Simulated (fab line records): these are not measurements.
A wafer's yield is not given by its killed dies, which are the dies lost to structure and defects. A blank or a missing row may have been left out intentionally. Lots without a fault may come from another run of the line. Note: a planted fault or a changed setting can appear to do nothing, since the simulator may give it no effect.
fab line records	flow n5_finfet
record lots=10	wafers=28	last_day=19
route steps=1938 shown BEOL_M2@856 BEOL_M4@1111 PASSIVATION@1936
lots with no fault: from the same line, run without faults
start_h: start of the lot's first displayed wafer, in hours after the record's first day	wait_h: hours elapsed since this lot's preceding step	" as in the row above	L1.1+2: one row covering several wafers at once	- either no value or no given start	* or withheld: withheld	< > ~ a bound
route shown NAME@n: NAME is a module with steps in the file, n the number in the route of the first one	usual: average and standard deviation across the fault-free wafers	same: alike in all rows	chamber/n: place in a boat	sites: per-site readings	_std_site: the values' standard deviation	_edge_site: mean of outer sites minus mean of inner sites	radius_mm: for every site, how far away it sits from the centre of the wafer	mask NAME#n: copy n	behind: the last tool/chamber to shape the wafer	hold: cause of the lot's hold/its duration in hours/its outcome	device: names the non-switching transistor (n, p or np)	end of line: the route-end tests of the same wafers	where a step has no rows: the recipe by itself	killed: dies that structure and defects cost at the first sort, which is not the same as the wafer's yield	map: the dies of a wafer, with x for killed, . for not killed, _ for no die there
set.NAME: the setting the step ran with; set.NAME@STEP: the setting that earlier step ran with	model.NAME: the simulator's own value behind a step, which no gauge read
the route's steps for a sample of lots (tables are steps, rows are wafers)
services: a tool's chamber out of use, with start hour (start_h, from the record's first day; less than 0 if before it), hours out, and reason
## steps
# step N5_BEOL_M2_INSPECT_13
# recipe mode=adi	inspect_instrument=brightfield
# usual raw_defect_count=394/100
lot.wafer	tool	chamber	start_h	wait_h	raw_defect_count
L860.1	defect_inspect-01	-	131.64	0.1	351
L860.3	"	-	"	"	186
L863.1	defect_inspect-02	-	147.35	0.1	366
L863.2	"	-	"	"	396
L863.5	"	-	"	"	386
L864.1	defect_inspect-01	-	155.95	0.1	359
L864.3	"	-	"	"	498
L864.6	"	-	"	"	422
L865.2	defect_inspect-01	-	159.04	0.0	527
L865.3	"	-	"	"	320
L865.6	"	-	"	"	419
L869.1	defect_inspect-02	-	185.71	0.1	356
L869.4	"	-	"	"	384
L869.6	"	-	"	"	404
L871.2	defect_inspect-01	-	195.63	0.0	393
L871.5	"	-	"	"	380
L875.1	defect_inspect-01	-	221.43	0.1	499
L875.5	"	-	"	"	321
L875.6	"	-	"	"	363
L873.4	defect_inspect-01	-	221.64	0.0	349
L873.5	"	-	"	"	340
L873.6	"	-	"	"	312
L876.1	defect_inspect-01	-	228.20	0.1	249
L876.2	"	-	"	"	301
L876.5	"	-	"	"	293
L881.2	defect_inspect-01	-	302.83	0.0	274
L881.3	"	-	"	"	316
L881.6	"	-	"	"	258
# step N5_BEOL_M2_CD_MEAS_18
# recipe pitch_nm=36	target_cd_nm=18
# usual cd_nm=17.9/0.33
lot.wafer	tool	chamber	start_h	wait_h	cd_nm
L860.1	cd_sem-03	-	132.11	0.0	17.5
L860.3	"	-	"	"	17.8
L863.1	cd_sem-02	-	147.83	0.0	18.3
L863.2	"	-	"	"	18.3
L863.5	"	-	"	"	17.8
L864.1	cd_sem-03	-	157.11	0.0	17.8
L864.3	"	-	"	"	17.2
L864.6	"	-	"	"	17.6
L865.2	cd_sem-02	-	160.49	0.1	17.7
L865.3	"	-	"	"	17.8
L865.6	"	-	"	"	17.9
L869.1	cd_sem-03	-	186.69	0.0	18.6
L869.4	"	-	"	"	18.1
L869.6	"	-	"	"	18.1
L871.2	cd_sem-01	-	196.31	0.1	17.8
L871.5	"	-	"	"	17.4
L875.1	cd_sem-02	-	222.04	0.0	17.9
L875.5	"	-	"	"	17.5
L875.6	"	-	"	"	17.8
L873.4	cd_sem-02	-	222.18	0.1	17.6
L873.5	"	-	"	"	17.4
L873.6	"	-	"	"	17.6
L876.1	cd_sem-02	-	228.90	0.0	18.0
L876.2	"	-	"	"	17.8
L876.5	"	-	"	"	18.0
L881.2	cd_sem-02	-	303.31	0.1	18.0
L881.3	"	-	"	"	18.4
L881.6	"	-	"	"	18.5
# step N5_BEOL_M2_ALD_98
# recipe material=SiO2	target_thk_a=25	temp_c=100	ald_precursor_family=BDEAS	ald_co_reactant=O2-plasma	pulse_time_s=1	co_reactant_pulse_time_s=1	purge_time_s=2	co_reactant_purge_time_s=2	ald_cycles=17	pressure_torr=2
# usual ald_cycles=17/0	heater_power_w=81/5.9	precursor_pulse_height_rel=0.995/0.017	susceptor_temp_C=100.01/0.13
lot.wafer	tool	chamber	start_h	wait_h	ald_cycles	heater_power_w	precursor_pulse_height_rel	since_wet_clean_h	susceptor_temp_C
L860.1	ald_sin-01	2	132.69	0.1	17	77	0.964	230	99.81
L860.3	"	0	"	"	17	81	0.984	230	100.05
L863.1	ald_sin-02	3	148.40	0.1	17	80	1.001	141	99.96
L863.2	"	1	"	"	17	84	0.952	141	100.08
L863.5	"	3	"	"	17	80	0.970	-	99.93
L864.1	ald_sin-04	3	158.80	0.1	17	67	0.972	57	100.00
L864.3	"	0	"	"	17	90	1.028	57	100.10
L864.6	"	1	"	"	17	85	1.002	-	99.93
L865.2	ald_sin-02	3	162.31	0.1	17	81	1.016	155	99.92
L865.3	"	2	"	"	17	82	0.990	155	99.92
L865.6	"	3	"	"	17	83	0.997	-	99.98
L869.1	ald_sin-02	1	188.18	0.8	17	84	1.010	180	99.84
L869.4	"	2	"	"	17	81	1.018	180	99.93
L869.6	"	0	"	"	17	75	1.013	-	100.16
L871.2	ald_sin-04	1	196.91	0.1	17	88	0.959	95	99.94
L871.5	"	0	"	"	17	91	1.014	-	99.86
L875.1	ald_sin-02	0	222.62	0.1	17	78	0.991	215	99.91
L875.5	"	0	"	"	17	76	0.983	-	99.91
L875.6	"	1	"	"	17	86	1.025	-	100.01
L873.4	ald_sin-02	0	222.93	0.0	17	77	1.010	215	99.77
L873.5	"	1	"	"	17	85	0.969	-	100.21
L873.6	"	0	"	"	17	76	0.983	-	99.78
L876.1	ald_sin-02	2	229.61	0.1	13	83	1.013	222	-
L876.2	"	1	"	"	17	87	0.987	222	100.03
L876.5	"	1	"	"	17	84	1.006	-	100.10
L881.2	ald_sin-04	3	303.88	0.1	17	66	0.982	202	100.01
L881.3	"	2	"	"	17	88	1.022	202	100.05
L881.6	"	1	"	"	17	90	0.968	-	99.92
# step N5_BEOL_M2_ETCH_41
# recipe chemistry=CH3F/O2	target=SiCN	target_depth_a=299	taper_deg=2	time_s=52.5	ion_energy_ev=120	mask_material=TiN	pressure_mtorr=30	source_w=395	bias_w=75	Ar_flow_sccm=150	CH3F_flow_sccm=30	O2_flow_sccm=20
# usual drypump_motor_current_A=5.8/0.41	oes_product_au=0.78/0.11	rf_vpp_V=297.4/1.7	showerhead_plenum_p_Torr=2.01/0.076	throttle_valve_pct=16.33/0.27
lot.wafer	tool	chamber	start_h	wait_h	drypump_motor_current_A	oes_product_au	rf_hours_counter_h	rf_vpp_V	showerhead_plenum_p_Torr	throttle_valve_pct
L860.1	rie_diel-05	1	-	-	5.5	0.67	220	297.1	1.97	16.50
L860.3	"	2	"	"	6.1	0.74	164	299.9	2.08	16.53
L863.1	rie_diel-01	2	-	-	5.5	0.90	31	297.0	2.03	16.06
L863.2	"	0	"	"	5.1	0.80	89	299.3	2.09	16.21
L863.5	"	0	"	"	5.1	0.80	-	298.1	2.09	16.22
L864.1	rie_diel-03	0	-	-	6.2	0.70	197	299.1	2.07	16.56
L864.3	"	1	"	"	6.1	0.67	276	297.0	1.96	16.21
L864.6	"	0	"	"	6.2	0.70	-	299.4	2.07	16.55
L865.2	rie_diel-05	0	-	-	6.1	0.70	232	295.7	1.89	16.29
L865.3	"	2	"	"	6.1	0.75	167	297.7	2.08	16.54
L865.6	"	1	"	"	5.5	0.67	-	298.1	1.97	16.50
L869.1	rie_diel-01	2	-	-	5.5	0.88	48	298.4	2.03	16.10
L869.4	"	3	"	"	5.7	0.92	14	299.7	2.14	16.51
L869.6	"	3	"	"	5.7	0.92	-	298.6	2.14	16.52
L871.2	rie_diel-03	2	-	-	5.2	0.68	260	296.0	1.98	16.73
L871.5	"	3	"	"	5.1	0.71	-	296.3	1.90	16.59
L875.1	rie_diel-03	1	-	-	6.1	0.95	11	296.0	1.96	15.67
L875.5	"	0	"	"	6.2	0.67	-	298.5	2.06	16.62
L875.6	"	1	"	"	6.1	0.94	-	297.4	1.96	15.69
L873.4	rie_diel-01	2	-	-	5.6	0.86	61	298.9	2.02	16.13
L873.5	"	3	"	"	5.7	0.89	-	300.1	2.13	16.55
L873.6	"	2	"	"	5.5	0.87	-	297.9	2.02	16.11
L876.1	rie_diel-03	3	-	-	5.2	0.70	210	295.4	1.90	16.62
L876.2	"	1	"	"	6.1	0.95	13	296.1	1.96	15.69
L876.5	"	3	"	"	5.1	0.70	-	295.4	1.89	16.64
L881.2	rie_diel-01	2	-	-	5.5	0.82	87	297.3	2.01	16.15
L881.3	"	1	"	"	6.1	0.83	81	298.3	2.03	16.14
L881.6	"	2	"	"	5.5	0.81	-	298.4	2.01	16.15
# step N5_BEOL_M4_RC_MEAS_101
# usual DIBL_N=36.3/2.2	DIBL_P=36.0/2.4	IOFF_N=0.16/0.042	IOFF_P=0.22/0.041	ION_N=672/14	ION_P=462/7.9	SS_N=71.7/0.76	SS_P=73.3/0.72	VT_N=250/3.6	VT_P=-249/3
lot.wafer	tool	chamber	start_h	wait_h	DIBL_N[mV/V]	DIBL_P[mV/V]	IOFF_N[nA/um]	IOFF_P[nA/um]	ION_N[uA/um]	ION_P[uA/um]	SS_N[mV/dec]	SS_P[mV/dec]	VT_N[mV]	VT_P[mV]
L860.1	prober-02	0	167.38	0.0	37.2	38.0	0.19	0.24	680	463	72.1	74.9	245	-252
L860.3	"	0	"	"	36.3	36.5	0.16	0.21	661	459	71.8	73.9	253	-251
L863.1	prober-01	0	180.50	0.0	34.9	34.5	0.14	0.20	668	463	72.2	73.3	249	-248
L863.2	"	0	"	"	34.7	34.2	0.14	0.20	670	463	71.0	73.2	249	-250
L863.5	"	0	"	"	34.9	34.7	0.15	0.20	678	467	71.4	73.4	247	-246
L864.1	prober-02	0	191.97	0.0	37.0	38.2	0.18	0.25	675	465	72.0	74.1	248	-249
L864.3	"	0	"	"	38.0	38.6	0.19	0.25	666	454	72.3	73.6	246	-251
L864.6	"	0	"	"	37.0	37.7	0.17	0.24	676	470	72.0	73.1	247	-249
L865.2	prober-02	0	194.86	0.2	40.6	39.6	0.24	0.30	690	475	71.8	74.6	244	-245
L865.3	"	0	"	"	41.0	40.1	0.25	0.30	691	469	72.7	74.5	241	-244
L865.6	"	0	"	"	41.2	40.5	0.27	0.32	704	477	72.2	74.6	241	-246
L869.1	prober-01	0	213.24	0.0	36.6	36.9	0.16	0.21	660	459	71.6	73.5	250	-249
L869.4	"	0	"	"	35.3	34.9	0.14	0.18	674	457	71.3	73.5	252	-254
L869.6	"	0	"	"	34.7	34.5	0.12	0.17	661	461	71.5	72.8	255	-252
L871.2	prober-01	0	220.11	0.2	38.3	37.9	0.18	0.26	672	471	72.0	73.9	250	-249
L871.5	"	0	"	"	37.6	35.8	0.15	0.23	663	464	72.1	73.1	253	-248
L875.1	prober-02	0	249.68	0.0	34.4	35.2	0.16	0.24	671	466	72.1	73.3	250	-245
L875.5	"	0	"	"	34.4	34.6	0.16	0.23	689	475	71.0	73.2	247	-244
L875.6	"	0	"	"	33.5	34.2	0.14	0.22	668	464	70.8	72.4	252	-246
L873.4	prober-02	0	252.12	0.5	36.8	36.9	0.16	0.25	674	469	72.6	73.8	249	-247
L873.5	"	0	"	"	35.6	35.2	0.14	0.22	661	463	71.7	73.7	252	-248
L873.6	"	0	"	"	35.8	34.2	0.12	0.20	643	445	72.1	73.2	255	-250
L876.1	prober-01	0	285.49	0.0	38.7	37.8	0.20	0.27	682	466	72.4	74.4	246	-247
L876.2	"	0	"	"	36.1	35.1	0.13	0.21	671	471	70.9	72.9	253	-249
L876.5	"	0	"	"	37.1	34.7	0.14	0.22	649	452	72.4	73.1	254	-250
L881.2	prober-01	0	342.46	0.6	33.2	34.8	0.14	0.19	674	468	70.5	72.9	251	-251
L881.3	"	0	"	"	34.1	35.7	0.15	0.19	685	470	71.1	72.8	249	-251
L881.6	"	0	"	"	33.4	34.9	0.14	0.20	672	465	71.2	72.7	250	-250
# step N5_PASSIVATION_PROBE_49
# usual defect_limited_yield=91.3/1.7	killed_at_M0_to_M3=33/9.9	killed_at_M4_up=14/6.4	killed_at_contacts=12/7	killed_at_front_end=41/13	killed_at_other=3.1/2.9	killed_dies=103/20	killed_open=67/14	killed_short=34/9.4	sort_bin_4_leakage=0.03/0.24	sort_bin_5_function=5.1/1.1	sort_bin_6_memory=3.2/0.79	sort_bin_8_speed=0.02/0.15	sort_n_pass=1077/21	sort_yield_pct=91.2/1.7
# same gross_dies=1180	killed_at_back_side=0
lot.wafer	tool	chamber	start_h	wait_h	defect_limited_yield[%]	killed_at_M0_to_M3	killed_at_M4_up	killed_at_contacts	killed_at_front_end	killed_at_other	killed_dies	killed_open	killed_short	sort_bin_4_leakage[%]	sort_bin_5_function[%]	sort_bin_6_memory[%]	sort_bin_8_speed[%]	sort_n_pass	sort_yield_pct[%]
L876.1	prober-02	-	395.11	0.0	92.4	32	10	14	34	0	90	44	42	0	4.4	2.6	0	1090	92.4
L876.2	prober-02	-	395.16	0.1	92.3	27	4	16	39	5	91	47	38	0	4.8	2.6	0	1089	92.3
L876.5	prober-02	-	395.31	0.2	90.8	19	9	29	51	0	108	64	43	0	6.3	2.5	0	1072	90.8
# killed by level:class
L876.1 BEOL_M0_SAQP:geometric_particle:short=13 FIN_SAQP:geometric_particle:short=12 MOL_CONTACT_COAG:geometric_particle:open=11 BEOL_M2:geometric_particle:open=8 GATE_CUT:geometric_particle:short=4 BEOL_M0_SAQP:geometric_particle:open=4 FIN_SAQP:geometric_particle:open=3 MOL_CONTACT_COAG:geometric_particle:short=3
L876.2 FIN_SAQP:geometric_particle:short=11 FIN_SAQP:geometric_particle:open=9 MOL_CONTACT_COAG:geometric_particle:open=9 BEOL_M3:geometric_particle:open=8 GATE_CUT:geometric_particle:short=7 MOL_CONTACT_COAG:geometric_particle:short=7 BEOL_M1:geometric_particle:open=5 GATE_CUT:geometric_particle:open=4
L876.5 MOL_CONTACT_COAG:geometric_particle:open=24 FIN_SAQP:geometric_particle:short=16 FIN_SAQP:geometric_particle:open=13 BEOL_M0_SAQP:geometric_particle:open=6 GATE_CUT:geometric_particle:short=5 MOL_CONTACT_COAG:geometric_particle:short=5 STI_FIN_REVEAL:geometric_particle:open=4 BEOL_M0_SAQP:geometric_particle:short=4
## services
tool	chamber	start_h	hours	kind
rie_diel-01	3	137.47	-	clean
rie_diel-01	3	137.47	-	consumable_replace:focus_ring
rie_diel-01	3	137.47	-	consumable_replace:showerhead
rie_diel-01	3	137.47	16.5	scheduled_down
rie_diel-01	3	137.47	16.5	vent_cycle
ald_sin-02	0	138.03	2.0	repair
rie_diel-05	0	175.21	1.2	repair
rie_diel-03	1	192.64	-	clean
rie_diel-03	1	192.64	-	consumable_replace:focus_ring
rie_diel-03	1	192.64	15.9	scheduled_down
ald_sin-04	2	212.32	4.2	repair
rie_diel-01	-	216.73	1.2	repair
ald_sin-02	2	224.19	2.0	repair
ald_sin-02	3	225.22	17.1	repair
rie_diel-05	1	237.91	6.5	repair
ald_sin-01	3	254.58	2.8	repair
rie_diel-03	0	258.93	7.9	repair
ald_sin-04	0	261.16	5.3	repair
rie_diel-03	1	266.71	8.6	repair
ald_sin-01	-	268.25	14.0	pm
rie_diel-03	1	289.50	8.2	repair
ald_sin-04	-	306.77	2.6	repair
rie_diel-05	1	308.63	4.9	repair
rie_diel-03	2	309.62	9.7	repair
## key
first_sign step=N5_BEOL_M2_ALD_98	reading=ald_cycles	direction=down	sigmas=99+	usual=*	struck=*
effect none on later readings
met_at N5_BEOL_M2_ALD_98
struck_lots L876
struck_wafers L876.1
not_acting_at N5_BEOL_M2_INSPECT_13,N5_BEOL_M2_CD_MEAS_18,N5_BEOL_M2_ETCH_41
onset_between 188.18 229.61
fault kind=process_parameter_drift	tool=ald_sin-02	chamber=2	onset_h=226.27	steps=N5_BEOL_M2_ALD_98	channel=ald_cycles	offset=*	shape=step	end_h=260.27	acts_in=*	stated=*
